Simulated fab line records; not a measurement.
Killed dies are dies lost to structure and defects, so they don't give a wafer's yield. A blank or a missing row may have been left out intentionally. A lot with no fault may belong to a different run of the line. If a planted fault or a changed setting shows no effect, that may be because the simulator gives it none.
fab line records -- flow n5Finfet
record lots=4, wafers=12, lastDay=17
route steps=1938 shown SD_EPI_P@308 SD_ACTIVATION@330 ILD0@335 SDB@347 BEOL_M4@1111 PASSIVATION@1936
lots untouched by any fault: they come from a run of this same line in which no faults occurred
startH: hours from the record's opening day to when the first of the lot's shown wafers began -- waitH: hours from the lot's prior step to this one -- " repeats the value in the row above -- L1.1+2: a row that stands for several wafers -- - no value, or no start was given -- * or withheld: withheld -- < > ~ a bound
route shown NAME@n: names a module that has steps shown in the file, with the first one's number in the route -- usual: mean/standard deviation taken from wafers without a fault -- same: alike in all rows -- chamber/n: place in a boat -- sites: each site's reading -- _std_site: the values' standard deviation -- _edge_site: mean of outer sites minus mean of inner sites -- radiusMm: how far each site lies from the wafer's centre -- mask NAME#n: copy n -- behind: the last tool/chamber to shape the wafer -- hold: what put the lot on hold/how long, in hours/how the hold closed -- device: transistor that didn't switch, given as n, p or np -- end of line: tests of these same wafers at the route's end -- a step given without rows: its recipe and nothing more -- killed: count of dies lost to structure and defects at first sort (not the wafer's yield) -- map: a wafer's dies, marking killed ones x, the rest . and places with no die _
set.NAME: the setting as run; set.NAME@STEP: as run at that earlier step -- model.NAME: the simulator's own value behind a step, which no gauge read
lots at some steps of the route; a table a step, a row a wafer
## steps
# step N5_SD_EPI_P_ETCH_37
# recipe chemistry=N2/H2, target=SOC, overetchA=1080, maskMaterial=SiARC, tempC=40, ionEnergyEv=100, sourceW=3000, biasW=133, pressureMtorr=20, timeS=486, n2FlowSccm=200, h2FlowSccm=200, ends=endPoint
# step N5_SD_EPI_P_STRIP_38
# recipe chemistry=N2/H2, tempC=40, n2FlowSccm=200, h2FlowSccm=200, rfFrequencyHz=6e+07
# step N5_SD_EPI_P_ETCHBACK_46
# recipe chemistry=CH3F/O2, mode=anisotropicEtchback, target=SiNx, targetDepthA=175, stopOn=SiO2, overEtchFrac=0.3, ionEnergyEv=120, pressureMtorr=30, sourceW=395, biasW=73, Ar_flow_sccm=150, CH3F_flow_sccm=30, O2_flow_sccm=20
# step N5_SD_EPI_P_ETCH_47
# recipe chemistry=CH3F/O2, target=SiOCN, targetDepthA=250, maskMaterial=SOC, ionEnergyEv=60, biasW=29, pressureMtorr=30, sourceW=410, Ar_flow_sccm=150, CH3F_flow_sccm=30, O2_flow_sccm=20
# step N5_SD_EPI_P_ETCH_16
# recipe chemistry=CHF3/O2, target=SiO2, targetDepthA=50, maskMaterial=SOC, pressureMtorr=30, sourceW=650, biasW=170, Ar_flow_sccm=200, CHF3_flow_sccm=50, O2_flow_sccm=5, ionEnergyEv=200
# step N5_SD_EPI_P_STRIP_50
# recipe chemistry=CHF3/O2, resist=SiARC, rfFrequencyHz=6e+07
# step N5_SD_EPI_P_SD_RECESS_17
# recipe chemistry=HBr/Cl2/O2, targetDepthA=391, btTimeS=3, pressureMtorr=10, icpW=800, biasW=112, HBr_flow_sccm=150, Cl2_flow_sccm=80, O2_flow_sccm=12
# step N5_SD_EPI_P_WET_ETCH_45
# recipe chemistry=dHF, dilution=withheld, timeS=10.7, target=SiO2, targetDepthA=20, tempC=25, dry=ipaMarangoni, rinseTimeS=30, rinseTempC=23
# step N5_SD_EPI_P_STRIP_40
# recipe chemistry=N2/H2, powerW=1000, tempC=250, h2Frac=0.65, overashFraction=0.3, pressureMtorr=withheld, n2FlowSccm=1750, h2FlowSccm=3250
# step N5_SD_EPI_P_PRECLEAN_52
# recipe chemistry=O3/DIW, timeS=60, tempC=22, o3Ppm=10
# step N5_SD_EPI_P_SRD_20
# recipe dry=ipaMarangoni, doPpb=5, timeS=30, tempC=23, rinseLiquid=diw
# step N5_SD_EPI_P_PRECLEAN_51
# recipe chemistry=NF3:NH3, afsCycles=1, tempC=30, timeS=20, sublimationTempC=180, sublimationTimeS=60, pressureTorr=3, rfPowerW=30
# step N5_SD_EPI_P_VAPOR_ETCH_44
# recipe chemistry=NF3/Ar, target=SiGe30, tempC=25, timeS=3.3, mode=isotropic
# usual susceptorTempC=24.99/0.1, timeS=3.3/0
lot.wafer,tool,chamber,startH,waitH,susceptorTempC,timeS
L726.1,epiRpcvd-03,-,139.74,0.2,-,-
L726.4,epiRpcvd-03,-,139.74,0.2,-,-
L726.6,epiRpcvd-03,-,139.74,0.2,-,-
L727.1,epiRpcvd-03,-,145.41,0.1,-,-
L727.3,epiRpcvd-03,-,145.41,0.1,-,-
L727.4,epiRpcvd-03,-,145.41,0.1,-,-
L733.3,epiRpcvd-03,0,181.35,0.2,24.95,3.3
L733.4,epiRpcvd-03,0,181.35,0.2,25.03,3.3
L733.5,epiRpcvd-03,0,181.35,0.2,25.09,3.3
L735.3,epiRpcvd-03,0,193.20,0.1,25.10,3.3
L735.4,epiRpcvd-03,0,193.20,0.1,24.94,3.3
L735.6,epiRpcvd-03,0,193.20,0.1,24.59,3.3
# step N5_SD_EPI_P_EPI_21
# recipe material=SiGe:B, dopant=B, tempC=550, pressureTorr=20, ambient=H2, timeS=355
# step N5_SD_EPI_P_HM_STRIP_48
# recipe chemistry=H3PO4, tempC=160, material=SiNx, target=SiNx, targetDepthA=30, overetchFraction=0.3
# step N5_SD_EPI_P_SRD_49
# recipe dry=ipaMarangoni, timeS=30, tempC=23, rinseLiquid=diw
# step N5_SD_EPI_P_PRECLEAN_24
# recipe chemistry=O3/DIW, timeS=45, tempC=22, o3Ppm=10
# step N5_SD_EPI_P_PRECLEAN_32
# recipe chemistry=dHF, timeS=10, dilution=500:1, tempC=25
# step N5_SD_EPI_P_PRECLEAN_33
# recipe chemistry=SC2, timeS=45, tempC=35, mix=1:1:50
# step N5_SD_EPI_P_SRD_25
# recipe timeS=30, tempC=23, rinseLiquid=diw, dry=ipaMarangoni
# step N5_SD_ACTIVATION_RTA_00
# recipe tempC=975, timeS=0, ambient=N2, idleTempC=600, rampUpCPerS=150, rampDownCPerS=60, coolToC=600
# step N5_SD_ACTIVATION_LSA_01
# recipe tempC=1080, timeS=0.0008, ambient=N2
# step N5_ILD0_LINER_00
# recipe material=SiNx, targetThkA=40, tempC=400, aldPrecursorFamily=SiH2I2, aldCoReactant=N2/H2-plasma, pulseTimeS=1, purgeTimeS=2, coReactantPurgeTimeS=2, aldCycles=80, pressureTorr=2
# step N5_ILD0_FCVD_FILL_01
# recipe material=SiO2_flowable, targetThkA=2000, tempC=100, pressureTorr=0.8, rfW=2000, timeS=328.3
# step N5_ILD0_CURE_02
# recipe tempC=450, timeS=1800, ambient=steam, idleTempC=400, rampUpCPerMin=5, rampDownCPerMin=3, densificationPH2oTorr=640
# step N5_ILD0_CMP_03
# recipe stopOn=SiNx, tOverpolishS=1.9, postCmpClean=alkalineBrush, downForcePsi=4.1491, platenRpm=51.796, padVelocityMS=1.0306, targetThkNm=197.38
# step N5_ILD0_CMP_07
# recipe stopOn=poly-Si, material=SiO2_flowable, tOverpolishS=1.18, postCmpClean=alkalineBrush, downForcePsi=4.1491, platenRpm=51.796, padVelocityMS=1.0306, targetThkNm=138.88
# step N5_ILD0_PRECLEAN_10
# recipe chemistry=NF3:NH3, afsCycles=5, timeS=20, tempC=30, sublimationTempC=180, sublimationTimeS=60, pressureTorr=3, rfPowerW=30
# step N5_ILD0_ALD_15
# recipe material=SiNx, targetThkA=240, tempC=400, aldPrecursorFamily=SiH2I2, aldCoReactant=N2/H2-plasma, pulseTimeS=1, aldCycles=480, purgeTimeS=2, coReactantPurgeTimeS=2, pressureTorr=2
# step N5_ILD0_CMP_12
# recipe stopOn=poly-Si, material=SiNx, tOverpolishS=6, postCmpClean=alkalineBrush, downForcePsi=2.5, platenRpm=51.8, padVelocityMS=1.0307, targetThkNm=17.67
# step N5_SDB_HM_DEP_00
# recipe material=SiNx, targetThkA=400, tempC=400, precursor=SiH4/NH3/N2, pressureTorr=1.5, rfW=300, timeS=35.3
# step N5_SDB_COAT_03
# recipe resist=SOC, tempC=250, timeS=60, spinRpm=1500, resistThkNm=100
# step N5_SDB_COAT_04
# recipe resist=SiARC, tempC=220, timeS=60, spinRpm=1500, resistThkNm=18
# step N5_BEOL_M4_RC_MEAS_101
# usual CJ_P=5.81/0.16, DIBL_N=35.8/1.8, DIBL_P=35.6/2, IOFF_N=0.148/0.028, IOFF_P=0.20/0.034, IOFF_P_85C=3.5/0.49, IOFF_P_LIN=0.096/0.014, ION_N=672/12, ION_P=462/8.5, REXT_P=100.4/2.1, SS_N=71.2/0.65, SS_P=73.1/0.67, VT_N=251/3.3, VT_P=-251/3.8, VT_P_LVT=-100/3.3
lot.wafer,tool,chamber,startH,waitH,CJ_P,DIBL_N[mV/V],DIBL_P[mV/V],IOFF_N[nA/um],IOFF_P[nA/um],IOFF_P_85C[nA/um],IOFF_P_LIN[nA/um],ION_N[uA/um],ION_P[uA/um],REXT_P[ohm.um],SS_N[mV/dec],SS_P[mV/dec],VT_N[mV],VT_P[mV],VT_P_LVT[mV]
L726.1,prober-01,0,244.70,0.0,4.40,33.6,23.1,0.123,0.03,0.7,0.019,668,285,296.5,71.1,71.0,253,-292,-141
L726.4,prober-01,0,244.70,0.0,4.74,33.3,21.4,0.119,0.03,0.6,0.018,658,293,293.2,70.8,70.1,253,-292,-140
L726.6,prober-01,0,244.70,0.0,4.21,31.8,19.6,0.091,0.02,0.5,0.016,643,283,297.9,71.6,69.3,258,-297,-144
L727.1,prober-02,0,261.98,0.0,4.35,34.0,22.8,0.135,0.03,0.7,0.021,668,290,295.5,71.5,70.8,252,-288,-140
L727.3,prober-02,0,261.98,0.0,4.32,35.9,25.2,0.171,0.04,0.9,0.024,679,289,300.6,71.1,72.1,248,-288,-136
L727.4,prober-02,0,261.98,0.0,4.34,33.3,22.7,0.128,0.03,0.8,0.021,660,293,296.6,70.8,70.5,250,-290,-137
L733.3,prober-01,0,290.62,0.3,5.57,36.1,36.8,0.140,0.20,3.5,0.097,661,454,97.8,71.8,73.3,253,-249,-101
L733.4,prober-01,0,290.62,0.3,5.99,38.2,38.9,0.176,0.23,3.9,0.105,672,461,99.2,72.2,73.3,248,-251,-100
L733.5,prober-01,0,290.62,0.3,5.57,36.3,37.5,0.148,0.20,3.5,0.098,662,455,100.4,71.2,74.3,250,-250,-101
L735.3,prober-02,0,311.02,0.3,5.93,34.3,34.4,0.142,0.20,3.4,0.098,690,471,101.6,70.7,72.1,253,-250,-100
L735.4,prober-02,0,311.02,0.3,5.88,37.9,38.2,0.200,0.25,4.2,0.115,686,472,102.6,71.2,73.8,247,-247,-97
L735.6,prober-02,0,311.02,0.3,5.93,38.1,38.1,0.214,0.26,4.3,0.120,705,481,103.5,71.2,72.8,243,-244,-97
# step N5_PASSIVATION_PROBE_49
# usual defectLimitedYield=91.3/1.5, killed_at_M0_to_M3=34/11, killed_at_M4_up=14/6.1, killedAtContacts=12/5.9, killedAtFrontEnd=39/11, killedAtOther=4/3.3, killedDies=102/18, killedOpen=67/13, killedShort=33/7.9, sort_bin_5_function=5.1/1, sort_bin_6_memory=3.3/0.7, sort_bin_8_speed=0.1/0.69, sortNPass=1077/19, sortYieldPct=91.3/1.6
# same grossDies=1180, killedAtBackSide=0, sort_bin_4_leakage[%]=0
lot.wafer,tool,chamber,startH,waitH,defectLimitedYield[%],killed_at_M0_to_M3,killed_at_M4_up,killedAtContacts,killedAtFrontEnd,killedAtOther,killedDies,killedOpen,killedShort,sort_bin_5_function[%],sort_bin_6_memory[%],sort_bin_8_speed[%],sortNPass,sortYieldPct[%]
L726.1,prober-01,-,343.61,0.0,92.4,30,19,8,30,3,90,59,27,4.4,3.0,92.4,0,0
L726.4,prober-01,-,343.76,0.2,90.6,35,20,11,39,6,111,74,37,5.5,3.6,90.6,0,0
L726.6,prober-01,-,343.86,0.3,91.4,25,24,9,32,11,101,68,32,5.6,2.8,91.4,0,0
L727.1,prober-01,-,360.51,0.0,95.2,19,4,9,24,1,57,42,15,2.6,2.1,95.2,0,0
L727.3,prober-01,-,360.61,0.1,91.9,18,6,20,48,3,95,59,36,4.7,3.0,91.9,0,0
L727.4,prober-01,-,360.66,0.2,93.0,20,7,15,39,2,83,59,20,4.1,2.8,93.0,0,0
# killed by level:class
L726.1 BEOL_M4:geometricParticle:open=10 BEOL_M0_SAQP:geometricParticle:short=9 FIN_SAQP:geometricParticle:open=8 MOL_CONTACT_COAG:geometricParticle:open=8 BEOL_M0_SAQP:geometricParticle:open=7 STI_FIN_REVEAL:geometricParticle:open=5 BEOL_M3:geometricParticle:open=5 FIN_SAQP:geometricParticle:short=3
L726.4 FIN_SAQP:geometricParticle:open=11 BEOL_M3:geometricParticle:open=11 BEOL_M0_SAQP:geometricParticle:short=9 MOL_CONTACT_COAG:geometricParticle:open=9 FIN_SAQP:geometricParticle:short=8 BEOL_M0_SAQP:geometricParticle:open=8 BEOL_M4:geometricParticle:open=6 BEOL_M5:geometricParticle:open=5
L726.6 BEOL_M3:geometricParticle:open=11 BEOL_M4:geometricParticle:open=10 FIN_SAQP:geometricParticle:open=6 MOL_CONTACT_COAG:geometricParticle:open=6 GATE_CUT:geometricParticle:short=5 BEOL_M2:geometricParticle:open=5 DUMMY_GATE:geometricParticle:open=4 BEOL_M0_SAQP:geometricParticle:open=4
L727.1 BEOL_M2:geometricParticle:open=9 MOL_CONTACT_COAG:geometricParticle:open=8 FIN_SAQP:geometricParticle:short=7 DUMMY_GATE:geometricParticle:open=6 BEOL_M1:geometricParticle:open=5 DUMMY_GATE:geometricParticle:short=3 STARTING-WAFER:geometricParticle:open=3 STI_FIN_REVEAL:geometricParticle:open=2
L727.3 MOL_CONTACT_COAG:geometricParticle:open=16 FIN_SAQP:geometricParticle:short=8 STI_FIN_REVEAL:geometricParticle:open=8 DUMMY_GATE:geometricParticle:open=7 STARTING-WAFER:geometricParticle:short=7 BEOL_M0_SAQP:geometricParticle:open=5 MOL_CONTACT_COAG:geometricParticle:short=4 GATE_CUT:geometricParticle:short=4
L727.4 DUMMY_GATE:geometricParticle:open=11 MOL_CONTACT_COAG:geometricParticle:open=10 STI_FIN_REVEAL:geometricParticle:open=8 FIN_SAQP:geometricParticle:open=5 BEOL_M2:geometricParticle:open=4 DUMMY_GATE:geometricParticle:short=3 GATE_CUT:geometricParticle:open=3 MOL_CONTACT_COAG:geometricParticle:short=3
# map L726.4 (x killed, . not)
_________________.......x....________________
______________x..........xx....._____________
___________........................__________
__________.........................._________
________x....x.....x.................._______
_______x.........xx......x..x.......x..______
______...................xx..x.........._____
_____.xx...........xx..x.x.............xx____
____..x..xx...........x...x......x........___
___...................x....x...............__
___..................x...........x...x.....__
__....x.....x.................x.....x......._
__....x.x...x.....x.........x..............._
_...............xx..x.........x..............
_..............x.......x...................x.
_..........................x.....x..x........
_...................xx.......................
_..........x..........................x..x...
_....x..................x..............x.....
_...x....xxxx..............x.......x.........
_......................x....x................
__......x.x...........................x....._
__..........................x..............x_
___.................................x......__
___......x..x.x.......x.......x.....x.x....__
____......xx...x.......x..............x...___
_____....x...............................____
______..xx......x........x........x....._____
_______......x...x........x............______
________x..x.x.............x......x..._______
__________x........x................_________
___________.............x.......xx.__________
______________..x.....x...x....._____________
_________________............________________
# map L727.3 (x killed, . not)
_________________............________________
______________.......x..x..x.x.._____________
___________........................__________
__________..x......x..x.....x......._________
________...x.........................._______
_______..................x..........x..______
______.................x.......x...x.xx._____
_____....................x.........x.....____
____..............x.......................___
___..x....x..............................xx__
___...........................x............__
__.........x...x.....x.....x....x.x........._
__.x......x....x.......xx..............x...._
_...........x......x....x.............x......
_..x....x...x........x....x.............xx...
_............xx....x................x.....x..
_...x.................x..........x...........
_............x.....................x.x.......
_...x..........x......................x......
_..............x.............................
_..........x..............x..................
__.........x...x.......x....x..............._
__............x.............x.x......x......_
___....x...................................__
___.....x.....................x......x.....__
____...................x..........x.......___
_____................x.x...x....x....x...____
______x................................._____
_______......................xx...x....______
________..x............x...x.........._______
__________..x......................._________
___________.....xx...............x.__________
______________.................._____________
_________________.x..........________________
## key
firstSign step=N5_SD_EPI_P_VAPOR_ETCH_44, reading=toolRecord, direction=missing
effect step=N5_BEOL_M4_RC_MEAS_101, reading=REXT_P, direction=up, sigmas=94, usual=100.4, struck=296.7
effect step=N5_BEOL_M4_RC_MEAS_101, reading=ION_P, direction=down, sigmas=20, usual=462, struck=289
effect step=N5_BEOL_M4_RC_MEAS_101, reading=VT_P_LVT, direction=down, sigmas=12, usual=-100, struck=-140
effect step=N5_BEOL_M4_RC_MEAS_101, reading=VT_P, direction=down, sigmas=11, usual=-251, struck=-291
effect step=N5_BEOL_M4_RC_MEAS_101, reading=CJ_P, direction=down, sigmas=8.8, usual=5.81, struck=4.40
effect step=N5_BEOL_M4_RC_MEAS_101, reading=DIBL_P, direction=down, sigmas=6.7, usual=35.6, struck=22.5
effect step=N5_BEOL_M4_RC_MEAS_101, reading=IOFF_P_85C, direction=down, sigmas=5.7, usual=3.5, struck=0.7
effect step=N5_BEOL_M4_RC_MEAS_101, reading=IOFF_P_LIN, direction=down, sigmas=5.6, usual=0.096, struck=0.020
effect step=N5_BEOL_M4_RC_MEAS_101, reading=IOFF_P, direction=down, sigmas=5, usual=0.20, struck=0.03
effect step=N5_BEOL_M4_RC_MEAS_101, reading=SS_P, direction=down, sigmas=3.6, usual=73.1, struck=70.6
effect step=N5_PASSIVATION_PROBE_49, reading=sort_bin_8_speed, direction=up, sigmas=99+, usual=0.1, struck=92.4
metAt N5_SD_EPI_P_VAPOR_ETCH_44
struckWafers L726.1,L726.4,L726.6,L727.1,L727.3,L727.4
fault kind=skippedStepWhole, tool=epiRpcvd-03, chamber=-, onsetH=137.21, steps=N5_SD_EPI_P_VAPOR_ETCH_44, scope=struckLotsOnly
